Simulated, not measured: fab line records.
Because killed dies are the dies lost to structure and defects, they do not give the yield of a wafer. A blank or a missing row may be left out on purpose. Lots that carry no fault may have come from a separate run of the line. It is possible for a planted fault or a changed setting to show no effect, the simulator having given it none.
The tool behind it: which one? | flow n5 finfet | 8 lots, 24 wafers sampled, at 4 steps of a route of 1938

WHAT THE GAUGES SHOWED, per wafer
N5_BEOL_M0_SAQP_CD_MEAS_14: target cd 42.5 nm.
lot  | measured     | on        | cd nm (nm)
L580 | day 5 21:02  | cd sem-01 | 42.1 42.4 42.4
L581 | day 6 02:02  | cd sem-01 | 42.1 42.7 43.0
L584 | day 6 17:10  | cd sem-03 | 42.4 42.9 42.8
L589 | day 8 06:16  | cd sem-01 | 44.0 43.4 43.9
L592 | day 9 01:37  | cd sem-03 | 43.9 43.5 43.1
L596 | day 9 21:22  | cd sem-02 | 42.3 42.2 42.2
L601 | day 10 21:27 | cd sem-01 | 42.7 42.7 42.4
L602 | day 11 09:38 | cd sem-01 | 42.7 42.6 42.6

EACH LOT AND THE TOOL THAT RAN IT (in order: tool; ch and the chambers of the sampled wafers; start)
lot  | N5_MOL_CONTACT_COAG_VIA_ETCH_117   | N5_BEOL_M0_SAQP_HM_DEP_02    | N5_BEOL_M0_SAQP_EXPOSE_11
L580 | rie diel-04 ch 2,3, day 5 12:01    | pvd sputter-03, day 5 20:20  | arfi scanner-01 ch 0, day 5 20:55
L581 | rie diel-06 ch 1,2, day 5 20:08    | pvd sputter-02, day 6 01:13  | arfi scanner-02 ch 0, day 6 01:55
L584 | rie diel-01 ch 0,2,3, day 6 11:16  | pvd sputter-03, day 6 16:22  | arfi scanner-02 ch 0, day 6 17:02
L589 | rie diel-04 ch 0,1,2, day 8 00:01  | pvd sputter-03, day 8 05:26  | arfi scanner-02 ch 0, day 8 06:10
L592 | rie diel-01 ch 0,2, day 8 20:04    | pvd sputter-01, day 9 00:48  | arfi scanner-02 ch 0, day 9 01:29
L596 | rie diel-04 ch 0,2, day 9 15:36    | pvd sputter-02, day 9 20:28  | arfi scanner-03 ch 0, day 9 21:14
L601 | rie diel-01 ch 0,1,2, day 10 15:34 | pvd sputter-02, day 10 20:32 | arfi scanner-03 ch 0, day 10 21:19
L602 | rie diel-04 ch 0,1,2, day 11 03:12 | pvd sputter-03, day 11 08:57 | arfi scanner-03 ch 0, day 11 09:31
- N5_MOL_CONTACT_COAG_VIA_ETCH_117: etches SiO2 in C4F6/O2, target depth 40 nm, overetch 8 nm, time 26 s.
- N5_BEOL_M0_SAQP_HM_DEP_02: deposits TiN, target thk 12 nm.
- N5_BEOL_M0_SAQP_EXPOSE_11: exposes mask M0 CORE, target cd 42 nm.

THE ANSWER, worked out from the rows above alone
Rule: usual is defined by the lots themselves. The widest of any qualifying gaps counts: lots, ordered by their means at a reading, are off when they make up no more than a third of the lots, leave a main group of 4 or more, and stand apart from it by 3 or more times the standard deviation of that group's means. A main group whose means are all the same, to the digits that the tables above print for the reading, isn't used. A lot without any number at a reading at which 4 lots or more have one is off too. Where the step has rows for the other lots, those lots are counted as sound.
Off: L589, L592, at N5_BEOL_M0_SAQP_CD_MEAS_14 (cd nm). For the main group the mean is 42.5 nm and the standard deviation 0.18.
If a tool, at a process step before that reading, ran all the lots that are off and no sound lot after the first of them, it fits. Those tools and the gauges at N5_BEOL_M0_SAQP_CD_MEAS_14 are tried in the same way. One fits: N5_BEOL_M0_SAQP_EXPOSE_11 on arfi scanner-02. A fault onset in the window from L584 (day 6 17:02, its last sound lot) to L589 (day 8 06:10, its first lot off) fits.

WHAT THE SIMULATOR HAD PUT IN
Process parameter drift: arfi scanner-02, from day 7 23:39 on, at N5_BEOL_M0_SAQP_EXPOSE_11. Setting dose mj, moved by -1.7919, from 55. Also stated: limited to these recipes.
Lots struck among those shown: L589, L592. This agrees with what the rule above found.
